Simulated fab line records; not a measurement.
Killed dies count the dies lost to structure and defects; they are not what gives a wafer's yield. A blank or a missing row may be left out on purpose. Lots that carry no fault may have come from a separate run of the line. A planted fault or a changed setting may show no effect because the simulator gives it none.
fab line records	flow nand_harc	part 1 of 2: steps 1 to 21 of 31
[record] lots = 5	wafers = 15	last_day = 23
route steps=1159 shown A_BLC@964 A_M0@994
lots that met no fault: from a run of the same line without faults
start_h: hours from the record's opening day to when the first of the lot's shown wafers began	wait_h: hours since the lot's step before	" the same as in the row above	L1.1+2: several wafers, shown together as one row	- no value present, or no start provided	* or withheld: withheld	< > ~ a bound
route shown NAME@n: a module of which the file shows steps, and the number in the route of the first	usual: mean and standard deviation over wafers with no fault	same: alike in all rows	chamber/n: place in a boat	sites: the reading at each site	_std_site: how widely they spread, as a standard deviation	_edge_site: outer sites' mean less inner sites'	radius_mm: for every site, how far away it sits from the centre of the wafer	mask NAME#n: copy n	behind: the most recent tool/chamber to have shaped the wafer	hold: reason for holding the lot/hours on hold/outcome of the hold	device: names the non-switching transistor (n, p or np)	end of line: the route-end tests of the same wafers	a step without rows: its recipe alone	killed: dies that structure and defects cost at the first sort, which is not the same as the wafer's yield	map: per-die view of a wafer (x killed, . not killed, _ where there is no die)
set.NAME: the run value of the setting; set.NAME@STEP: its run value at that earlier step	model.NAME: the simulator's own value behind a step, which no gauge read
a table for each step, a row for each wafer; lots at some steps of the route
services: a tool's chamber out of use, with start hour (start_h, from the record's first day; less than 0 if before it), hours out, and reason
[[steps]]
[step NHARC_A_BLC_DEHYDRATE_00]
[recipe] temp_c = 150	time_s = 120
[usual] chill_plate_temp_C = 23.02/0.11
lot.wafer	tool	chamber	start_h	wait_h	chill_plate_temp_C
L074.1	litho_track-04	0	388.39	0.1	23.01
L074.2	"	0	"	"	23.11
L074.6	"	0	"	"	23.17
L079.3	litho_track-01	0	409.07	0.1	23.02
L079.4	"	0	"	"	22.86
L079.6	"	0	"	"	22.97
L087.1	litho_track-01	0	460.19	0.1	22.83
L087.3	"	0	"	"	23.11
L087.6	"	0	"	"	23.00
L089.2	litho_track-06	0	477.77	0.1	23.05
L089.5	"	0	"	"	22.84
L089.6	"	0	"	"	22.99
L095.3	litho_track-01	0	512.31	0.1	22.98
L095.5	"	0	"	"	22.86
L095.6	"	0	"	"	22.90
[step NHARC_A_BLC_HMDS_01]
[recipe] time_s = 30
[usual] chill_plate_temp_C = 22.98/0.11
lot.wafer	tool	chamber	start_h	wait_h	chill_plate_temp_C
L074.1	litho_track-04	0	-	-	23.03
L074.2	"	0	"	"	23.10
L074.6	"	0	"	"	22.98
L079.3	litho_track-01	0	-	-	22.97
L079.4	"	0	"	"	22.85
L079.6	"	0	"	"	22.69
L087.1	litho_track-01	0	-	-	23.03
L087.3	"	0	"	"	23.04
L087.6	"	0	"	"	23.20
L089.2	litho_track-06	0	-	-	23.06
L089.5	"	0	"	"	23.12
L089.6	"	0	"	"	23.23
L095.3	litho_track-01	0	-	-	22.92
L095.5	"	0	"	"	22.99
L095.6	"	0	"	"	22.93
[step NHARC_A_BLC_COAT_02]
[recipe] temp_c = 260	time_s = 75
[usual] chill_plate_temp_C = 23.00/0.11
lot.wafer	tool	chamber	start_h	wait_h	chill_plate_temp_C
L074.1	litho_track-04	0	-	-	23.02
L074.2	"	0	"	"	22.96
L074.6	"	0	"	"	23.11
L079.3	litho_track-01	0	-	-	23.03
L079.4	"	0	"	"	22.89
L079.6	"	0	"	"	22.91
L087.1	litho_track-01	0	-	-	23.04
L087.3	"	0	"	"	23.10
L087.6	"	0	"	"	23.04
L089.2	litho_track-06	0	-	-	23.01
L089.5	"	0	"	"	23.05
L089.6	"	0	"	"	23.10
L095.3	litho_track-01	0	-	-	23.07
L095.5	"	0	"	"	23.09
L095.6	"	0	"	"	23.08
[step NHARC_A_BLC_COAT_03]
[recipe] temp_c = 225	time_s = 65
[usual] chill_plate_temp_C = 22.99/0.1
lot.wafer	tool	chamber	start_h	wait_h	chill_plate_temp_C
L074.1	litho_track-04	0	-	-	22.92
L074.2	"	0	"	"	22.95
L074.6	"	0	"	"	22.93
L079.3	litho_track-01	0	-	-	23.16
L079.4	"	0	"	"	22.98
L079.6	"	0	"	"	22.97
L087.1	litho_track-01	0	-	-	22.76
L087.3	"	0	"	"	23.05
L087.6	"	0	"	"	22.93
L089.2	litho_track-06	0	-	-	22.79
L089.5	"	0	"	"	22.90
L089.6	"	0	"	"	22.98
L095.3	litho_track-01	0	-	-	22.86
L095.5	"	0	"	"	23.12
L095.6	"	0	"	"	22.86
[step NHARC_A_BLC_COAT_04]
[recipe] spin_rpm = 1500	resist_thk_nm = 90
[usual] chill_plate_temp_C = 22.97/0.12	dispense_pressure_kPa = 49.8/1.8
lot.wafer	tool	chamber	start_h	wait_h	chill_plate_temp_C	dispense_pressure_kPa
L074.1	litho_track-04	0	-	-	22.96	47.7
L074.2	"	0	"	"	23.06	47.8
L074.6	"	0	"	"	23.06	47.8
L079.3	litho_track-01	0	-	-	22.91	52.0
L079.4	"	0	"	"	22.99	52.0
L079.6	"	0	"	"	23.15	52.1
L087.1	litho_track-01	0	-	-	23.04	52.1
L087.3	"	0	"	"	23.08	52.0
L087.6	"	0	"	"	23.02	52.0
L089.2	litho_track-06	0	-	-	23.15	49.0
L089.5	"	0	"	"	23.12	48.9
L089.6	"	0	"	"	23.22	49.0
L095.3	litho_track-01	0	-	-	22.84	52.1
L095.5	"	0	"	"	22.87	52.1
L095.6	"	0	"	"	23.03	52.0
[step NHARC_A_BLC_SOFTBAKE_05]
[recipe] temp_c = 105	time_s = 55
[usual] chill_plate_temp_C = 22.96/0.1
lot.wafer	tool	chamber	start_h	wait_h	chill_plate_temp_C
L074.1	litho_track-04	0	-	-	23.00
L074.2	"	0	"	"	22.90
L074.6	"	0	"	"	23.05
L079.3	litho_track-01	0	-	-	23.01
L079.4	"	0	"	"	23.02
L079.6	"	0	"	"	23.00
L087.1	litho_track-01	0	-	-	23.02
L087.3	"	0	"	"	23.25
L087.6	"	0	"	"	23.01
L089.2	litho_track-06	0	-	-	23.03
L089.5	"	0	"	"	23.09
L089.6	"	0	"	"	22.99
L095.3	litho_track-01	0	-	-	22.99
L095.5	"	0	"	"	22.88
L095.6	"	0	"	"	22.94
[step NHARC_A_BLC_EBR_06]
[usual] chill_plate_temp_C = 23.03/0.092
lot.wafer	tool	chamber	start_h	wait_h	chill_plate_temp_C
L074.1	litho_track-04	0	-	-	22.95
L074.2	"	0	"	"	22.94
L074.6	"	0	"	"	22.95
L079.3	litho_track-01	0	-	-	22.91
L079.4	"	0	"	"	23.01
L079.6	"	0	"	"	23.03
L087.1	litho_track-01	0	-	-	23.02
L087.3	"	0	"	"	23.04
L087.6	"	0	"	"	23.11
L089.2	litho_track-06	0	-	-	23.04
L089.5	"	0	"	"	23.00
L089.6	"	0	"	"	23.09
L095.3	litho_track-01	0	-	-	22.93
L095.5	"	0	"	"	22.90
L095.6	"	0	"	"	23.14
[step NHARC_A_BLC_EXPOSE_07]
[recipe] na = 1.35	target_cd_nm = 100	dose_mj = 67.97	mask_id = A_BLC
[usual] exposure_dose_mJ_cm2 = 67.94/0.068
lot.wafer	tool	chamber	start_h	wait_h	mask	exposure_dose_mJ_cm2
L074.1	arfi_scanner-01	0	388.70	-	A_BLC#0	67.94
L074.2	"	0	"	"	A_BLC#0	67.90
L074.6	"	0	"	"	A_BLC#0	67.97
L079.3	arfi_scanner-02	0	409.38	-	A_BLC#0	67.97
L079.4	"	0	"	"	A_BLC#0	67.84
L079.6	"	0	"	"	A_BLC#0	67.99
L087.1	arfi_scanner-03	0	460.50	-	A_BLC#0	68.03
L087.3	"	0	"	"	A_BLC#0	67.95
L087.6	"	0	"	"	A_BLC#0	67.93
L089.2	arfi_scanner-01	0	477.96	-	A_BLC#0	67.94
L089.5	"	0	"	"	A_BLC#0	67.86
L089.6	"	0	"	"	A_BLC#0	67.87
L095.3	arfi_scanner-02	0	512.63	-	A_BLC#0	67.85
L095.5	"	0	"	"	A_BLC#0	67.80
L095.6	"	0	"	"	A_BLC#0	67.84
[step NHARC_A_BLC_PEB_08]
[recipe] peb_temp_c = 100	peb_time_s = 65
[usual] chill_plate_temp_C = 23.02/0.099
lot.wafer	tool	chamber	start_h	wait_h	chill_plate_temp_C
L074.1	litho_track-04	0	388.76	0.1	22.86
L074.2	"	0	"	"	22.99
L074.6	"	0	"	"	22.95
L079.3	litho_track-06	0	409.44	0.1	22.99
L079.4	"	0	"	"	22.95
L079.6	"	0	"	"	22.98
L087.1	litho_track-04	0	460.56	0.1	22.87
L087.3	"	0	"	"	22.87
L087.6	"	0	"	"	23.04
L089.2	litho_track-01	0	478.01	0.1	23.07
L089.5	"	0	"	"	23.02
L089.6	"	0	"	"	23.10
L095.3	litho_track-01	0	512.68	0.0	23.05
L095.5	"	0	"	"	23.17
L095.6	"	0	"	"	23.10
[step NHARC_A_BLC_DEVELOP_09]
[recipe] develop_time_s = 35	dev_temp_c = 23
[usual] chill_plate_temp_C = 23.00/0.097
lot.wafer	tool	chamber	start_h	wait_h	chill_plate_temp_C
L074.1	litho_track-04	0	-	-	23.02
L074.2	"	0	"	"	23.05
L074.6	"	0	"	"	23.01
L079.3	litho_track-06	0	-	-	23.13
L079.4	"	0	"	"	23.07
L079.6	"	0	"	"	23.21
L087.1	litho_track-04	0	-	-	22.95
L087.3	"	0	"	"	23.00
L087.6	"	0	"	"	23.04
L089.2	litho_track-01	0	-	-	23.09
L089.5	"	0	"	"	23.03
L089.6	"	0	"	"	22.96
L095.3	litho_track-01	0	-	-	22.81
L095.5	"	0	"	"	23.05
L095.6	"	0	"	"	22.93
[step NHARC_A_BLC_CD_MEAS_10]
[recipe] target_cd_nm = 100	landing_energy_ev = 500
[usual] cd_nm = 100.4/0.62
lot.wafer	tool	chamber	start_h	wait_h	cd_nm
L074.1	cd_sem-02	0	388.84	-	100.3
L074.2	"	0	"	"	100.3
L074.6	"	0	"	"	99.7
L079.3	cd_sem-02	0	409.52	-	101.2
L079.4	"	0	"	"	101.5
L079.6	"	0	"	"	101.2
L087.1	cd_sem-01	0	460.64	-	100.0
L087.3	"	0	"	"	101.3
L087.6	"	0	"	"	100.8
L089.2	cd_sem-02	0	478.09	-	99.8
L089.5	"	0	"	"	100.0
L089.6	"	0	"	"	100.0
L095.3	cd_sem-03	0	512.76	-	100.2
L095.5	"	0	"	"	100.0
L095.6	"	0	"	"	100.5
[step NHARC_A_BLC_OVL_MEAS_11]
[usual] overlay_x_nm = 0.2/0.67	overlay_y_nm = 0.2/0.95
lot.wafer	tool	chamber	start_h	wait_h	overlay_x_nm	overlay_y_nm
L074.1	overlay-01	-	388.94	-	0.1	1.4
L074.2	"	-	"	"	-0.4	0.8
L074.6	"	-	"	"	0.1	0.3
L079.3	overlay-01	-	409.61	-	1.1	0.7
L079.4	"	-	"	"	1.1	1.3
L079.6	"	-	"	"	1.6	0.4
L087.1	overlay-01	-	460.73	-	-0.1	1.2
L087.3	"	-	"	"	-0.1	1.0
L087.6	"	-	"	"	0.1	0.7
L089.2	overlay-02	-	478.19	-	-0.6	2.0
L089.5	"	-	"	"	-0.4	2.0
L089.6	"	-	"	"	-1.1	1.6
L095.3	overlay-01	-	512.85	-	0.3	0.2
L095.5	"	-	"	"	0.3	0.2
L095.6	"	-	"	"	-0.2	0.3
[step NHARC_A_BLC_INSPECT_12]
[usual] raw_defect_count = 30/15
lot.wafer	tool	chamber	start_h	wait_h	raw_defect_count
L074.1	defect_inspect-01	-	388.97	0.0	17
L074.2	"	-	"	"	17
L074.6	"	-	"	"	17
L079.3	defect_inspect-02	-	409.64	0.0	25
L079.4	"	-	"	"	26
L079.6	"	-	"	"	28
L087.1	defect_inspect-01	-	460.77	0.0	28
L087.3	"	-	"	"	28
L087.6	"	-	"	"	29
L089.2	defect_inspect-01	-	478.23	0.0	22
L089.5	"	-	"	"	25
L089.6	"	-	"	"	31
L095.3	defect_inspect-01	-	512.89	0.0	46
L095.5	"	-	"	"	44
L095.6	"	-	"	"	50
[step NHARC_A_BLC_DESCUM_15]
[recipe] time_s = 3	o2_flow_sccm = 200	ar_flow_sccm = 0	bias_power_w = 0	chemistry = O2
[usual] drypump_motor_current_A = 5.8/0.35	oes_product_au = 0.999/0.0097	rf_vpp_V = 57.7/1	showerhead_plenum_p_Torr = 1.90/0.098	throttle_valve_pct = 11.312/0.0097
lot.wafer	tool	chamber	start_h	wait_h	drypump_motor_current_A	oes_product_au	rf_hours_counter_h	rf_vpp_V	showerhead_plenum_p_Torr	throttle_valve_pct
L074.2	rie_diel-01	2	389.05	0.1	6.3	1.005	24	57.9	1.84	11.312
L074.1	"	0	"	"	5.9	0.999	22	57.1	1.77	11.305
L074.6	"	0	"	"	5.9	0.993	-	58.5	1.77	11.311
L079.3	rie_diel-06	1	409.71	0.1	5.6	0.991	15	57.9	2.03	11.331
L079.4	"	2	"	"	6.2	1.004	16	56.7	2.01	11.310
L079.6	"	1	"	"	5.6	1.003	-	56.6	2.03	11.294
L087.1	rie_diel-06	1	460.84	0.1	5.6	1.005	5	57.6	2.03	11.326
L087.3	"	2	"	"	6.2	1.024	2	56.0	2.01	11.320
L087.6	"	1	"	"	5.6	1.006	-	57.7	2.03	11.307
L089.2	rie_diel-06	0	478.31	0.1	5.7	0.993	7	56.1	1.91	11.303
L089.6	"	2	"	"	6.2	1.001	-	57.7	2.01	11.319
L089.5	"	3	"	"	6.4	0.995	-	58.0	1.79	11.304
L095.3	rie_diel-01	0	512.97	0.1	5.9	1.013	6	59.7	2.07	11.324
L095.5	"	2	"	"	6.2	1.019	-	57.6	1.83	11.316
L095.6	"	3	"	"	5.4	1.002	-	56.9	1.91	11.306
[step NHARC_A_BLC_ETCH_16]
[recipe] target_depth_a = 390	over_etch_frac = 0.3	time_s = 65	ion_energy_ev = 80	cf4_flow_sccm = 150	ar_flow_sccm = 0	rf_w = 300	bias_w = 100	chemistry = CF4
[usual] drypump_motor_current_A = 5.9/0.36	oes_product_au = 1.001/0.0094	rf_fwd_power_W = 297.5/1	rf_vpp_V = 151.1/1.2	showerhead_plenum_p_Torr = 1.75/0.085	throttle_valve_pct = 13.284/0.0098
[same] over_etch_frac = 0.3
lot.wafer	tool	chamber	start_h	wait_h	drypump_motor_current_A	oes_product_au	rf_fwd_power_W	rf_hours_counter_h	rf_vpp_V	showerhead_plenum_p_Torr	throttle_valve_pct
L074.1	rie_diel-01	1	389.15	0.1	4.8	0.992	297.1	18	154.1	1.90	13.286
L074.2	"	2	"	"	6.2	1.009	298.2	24	150.6	1.71	13.286
L074.6	"	2	"	"	6.2	1.012	296.6	-	150.9	1.71	13.266
L079.4	rie_diel-06	3	409.79	0.1	6.5	0.993	296.9	15	150.8	1.67	13.290
L079.3	"	0	"	"	5.7	0.983	297.9	15	151.2	1.76	13.289
L079.6	"	0	"	"	5.7	0.978	298.1	-	151.8	1.76	13.289
L087.3	rie_diel-06	0	460.93	0.1	5.7	0.999	297.1	5	150.1	1.76	13.269
L087.1	"	1	"	"	5.6	0.998	295.6	5	152.3	1.87	13.279
L087.6	"	3	"	"	6.5	1.005	298.9	-	150.7	1.66	13.263
L089.2	rie_diel-06	1	478.39	0.1	5.6	0.995	297.1	7	151.4	1.87	13.284
L089.5	"	3	"	"	6.5	1.003	296.7	-	150.7	1.66	13.295
L089.6	"	0	"	"	5.7	1.008	297.4	-	150.7	1.76	13.277
L095.3	rie_diel-01	3	513.04	0.1	5.4	1.008	297.2	6	152.9	1.77	13.269
L095.6	"	3	"	"	5.4	1.003	298.0	-	151.1	1.77	13.293
L095.5	"	0	"	"	5.9	1.024	296.5	-	151.6	1.91	13.282
[step NHARC_A_BLC_ETCH_17]
[recipe] target_depth_a = 3900	over_etch_frac = 0.25	time_s = 609.38	ion_energy_ev = 200	n2_flow_sccm = 150	h2_flow_sccm = 150	ar_flow_sccm = 0	rf_w = 400	bias_w = 150	chemistry = N2/H2
[usual] drypump_motor_current_A = 5.9/0.36	oes_product_au = 1.001/0.0095	rf_fwd_power_W = 399.5/1.2	rf_vpp_V = 430/3.2	showerhead_plenum_p_Torr = 2.02/0.11	throttle_valve_pct = 14.171/0.0083
[same] over_etch_frac = 0.25
lot.wafer	tool	chamber	start_h	wait_h	drypump_motor_current_A	oes_product_au	rf_fwd_power_W	rf_hours_counter_h	rf_vpp_V	showerhead_plenum_p_Torr	throttle_valve_pct
L074.2	rie_diel-01	2	-	-	6.2	1.008	400.3	24	428	1.96	14.165
L074.1	"	0	"	"	5.9	1.010	402.3	23	426	1.89	14.175
L074.6	"	2	"	"	6.2	1.013	400.9	-	429	1.96	14.164
L079.4	rie_diel-06	2	-	-	6.2	0.998	399.9	16	434	2.14	14.155
L079.3	"	1	"	"	5.6	0.998	398.6	15	435	2.17	14.182
L079.6	"	2	"	"	6.2	1.005	400.1	-	434	2.14	14.166
L087.1	rie_diel-06	0	-	-	5.7	0.999	399.4	5	430	2.03	14.174
L087.3	"	2	"	"	6.2	1.022	397.8	2	434	2.14	14.173
L087.6	"	1	"	"	5.6	0.995	400.0	-	434	2.16	14.189
L089.2	rie_diel-06	1	-	-	5.6	1.004	398.0	7	433	2.16	14.171
L089.5	"	2	"	"	6.2	1.012	400.5	-	432	2.14	14.168
L089.6	"	3	"	"	6.5	1.008	397.3	-	427	1.91	14.165
L095.3	rie_diel-01	2	-	-	6.2	1.010	398.4	6	427	1.95	14.172
L095.6	"	3	"	"	5.4	1.003	399.1	-	429	2.04	14.163
L095.5	"	0	"	"	5.9	1.017	398.3	-	437	2.22	14.160
[step NHARC_A_BLC_ETCH_18]
[recipe] target_depth_a = 9100	c4f8_flow_sccm = 20	o2_flow_sccm = 10	ar_flow_sccm = withheld	rf_w = 600	bias_w = 1500	chemistry = C4F8/O2/Ar
[usual] oes_product_au = 0.954/0.023	rf_fwd_power_W = 599.1/1.6	rf_vpp_V = 978/7
lot.wafer	tool	chamber	start_h	wait_h	oes_product_au	rf_fwd_power_W	rf_hours_counter_h	rf_vpp_V
L074.2	rie_diel-01	0	-	-	0.961	598.8	23	969
L074.1	"	2	"	"	0.963	602.0	24	974
L074.6	"	1	"	"	0.956	598.8	-	988
L079.3	rie_diel-06	2	-	-	0.988	599.0	16	986
L079.4	"	0	"	"	0.932	601.6	16	978
L079.6	"	2	"	"	0.977	597.7	-	984
L087.1	rie_diel-06	2	-	-	0.987	600.2	3	985
L087.3	"	0	"	"	0.946	599.8	5	977
L087.6	"	1	"	"	0.951	600.1	-	986
L089.2	rie_diel-06	0	-	-	0.924	598.6	7	977
L089.6	"	0	"	"	0.922	597.9	-	979
L089.5	"	1	"	"	0.922	598.5	-	985
L095.3	rie_diel-01	3	-	-	0.966	599.7	7	978
L095.6	"	2	"	"	0.975	597.7	-	973
L095.5	"	3	"	"	0.960	598.6	-	979
[step NHARC_A_BLC_CD_MEAS_19]
[usual] cd_nm = 100.6/2.3
lot.wafer	tool	chamber	start_h	wait_h	cd_nm
L074.1	cd_sem-03	-	390.19	-	97.5
L074.2	"	-	"	"	99.3
L074.6	"	-	"	"	98.3
L079.3	cd_sem-03	-	410.68	-	100.6
L079.4	"	-	"	"	100.7
L079.6	"	-	"	"	98.4
L087.1	cd_sem-01	-	461.81	-	100.5
L087.3	"	-	"	"	103.5
L087.6	"	-	"	"	100.6
L089.2	cd_sem-01	-	479.26	-	102.2
L089.5	"	-	"	"	99.1
L089.6	"	-	"	"	102.2
L095.3	cd_sem-02	-	514.12	-	97.2
L095.5	"	-	"	"	99.3
L095.6	"	-	"	"	99.2
[step NHARC_A_BLC_STRIP_29]
[recipe] cf4_flow_sccm = 150	ar_flow_sccm = 0	bias_w = 0	chemistry = CF4
[usual] drypump_motor_current_A = 5.8/0.32	oes_product_au = 1.001/0.0085	rf_vpp_V = 59.3/0.97	showerhead_plenum_p_Torr = 1.75/0.087	throttle_valve_pct = 13.283/0.0086
lot.wafer	tool	chamber	start_h	wait_h	drypump_motor_current_A	oes_product_au	rf_hours_counter_h	rf_vpp_V	showerhead_plenum_p_Torr	throttle_valve_pct
L074.2	rie_diel-01	1	390.28	0.1	4.8	1.004	18	59.7	1.90	13.282
L074.1	"	2	"	"	6.2	1.010	24	57.1	1.71	13.291
L074.6	"	2	"	"	6.2	1.011	-	58.9	1.71	13.271
L079.4	rie_diel-06	2	410.74	0.1	6.2	1.011	16	59.8	1.85	13.278
L079.3	"	3	"	"	6.5	0.995	16	58.8	1.67	13.287
L079.6	"	3	"	"	6.4	0.992	-	59.1	1.67	13.265
L087.1	rie_diel-07	0	461.88	0.1	5.9	1.003	3	58.8	1.69	13.280
L087.3	"	2	"	"	5.8	1.006	4	59.1	1.66	13.282
L087.6	"	1	"	"	5.7	0.993	-	60.0	1.71	13.270
L089.2	rie_diel-06	2	479.35	0.1	6.2	1.015	5	59.7	1.85	13.283
L089.5	"	0	"	"	5.7	0.995	-	59.6	1.76	13.296
L089.6	"	1	"	"	5.6	0.993	-	59.8	1.87	13.274
L095.3	rie_diel-06	3	514.20	0.1	6.5	1.002	11	58.2	1.66	13.271
L095.5	"	2	"	"	6.2	1.010	-	59.1	1.85	13.281
L095.6	"	3	"	"	6.4	0.988	-	58.7	1.66	13.281
[step NHARC_A_BLC_STRIP_21]
[recipe] o2_flow_sccm = 500	ar_flow_sccm = 0	bias_w = 0	chemistry = O2
[usual] drypump_motor_current_A = 5.8/0.31	oes_product_au = 1.002/0.0087	rf_vpp_V = 57.6/0.97	showerhead_plenum_p_Torr = 3.49/0.17	throttle_valve_pct = 17.036/0.01
lot.wafer	tool	chamber	start_h	wait_h	drypump_motor_current_A	oes_product_au	rf_hours_counter_h	rf_vpp_V	showerhead_plenum_p_Torr	throttle_valve_pct
L074.2	rie_diel-01	2	390.41	0.1	6.2	1.007	24	57.5	3.41	17.039
L074.1	"	0	"	"	5.9	0.998	23	56.9	3.29	17.028
L074.6	"	2	"	"	6.2	1.002	-	57.4	3.41	17.035
L079.4	rie_diel-06	1	410.85	0.1	5.6	1.009	15	57.4	3.73	17.026
L079.3	"	3	"	"	6.5	1.000	16	56.0	3.32	17.057
L079.6	"	1	"	"	5.6	1.004	-	57.8	3.73	17.060
L087.3	rie_diel-07	2	462.01	0.1	5.8	1.015	4	56.5	3.30	17.026
L087.1	"	3	"	"	5.6	1.007	4	58.2	3.71	17.047
L087.6	"	0	"	"	6.0	1.005	-	56.1	3.38	17.017
L089.2	rie_diel-06	3	479.46	0.1	6.4	0.989	7	56.6	3.32	17.022
L089.6	"	1	"	"	5.6	0.998	-	58.0	3.72	17.046
L089.5	"	2	"	"	6.2	1.009	-	59.9	3.69	17.032
L095.3	rie_diel-06	2	514.31	0.1	6.2	1.013	9	58.0	3.69	17.052
L095.5	"	0	"	"	5.7	1.006	-	59.2	3.51	17.029
L095.6	"	1	"	"	5.6	0.996	-	57.6	3.72	17.037
[step NHARC_A_BLC_STRIP_22]
[recipe] time_s = 600	temp_c = 30	chemistry = post_etch_residue_remover
lot.wafer	tool	chamber	start_h	wait_h
L074.1+2+6	wet_bench-09	0,2,4	390.58	-
L079.6+3+4	wet_bench-02	7,2,4	411.00	-
L087.3+6+1	wet_bench-09	5,6,0	462.15	-
L089.2+5+6	wet_bench-09	6,1,3	479.61	-
L095.6+3+5	wet_bench-03	6,1,2	514.45	-
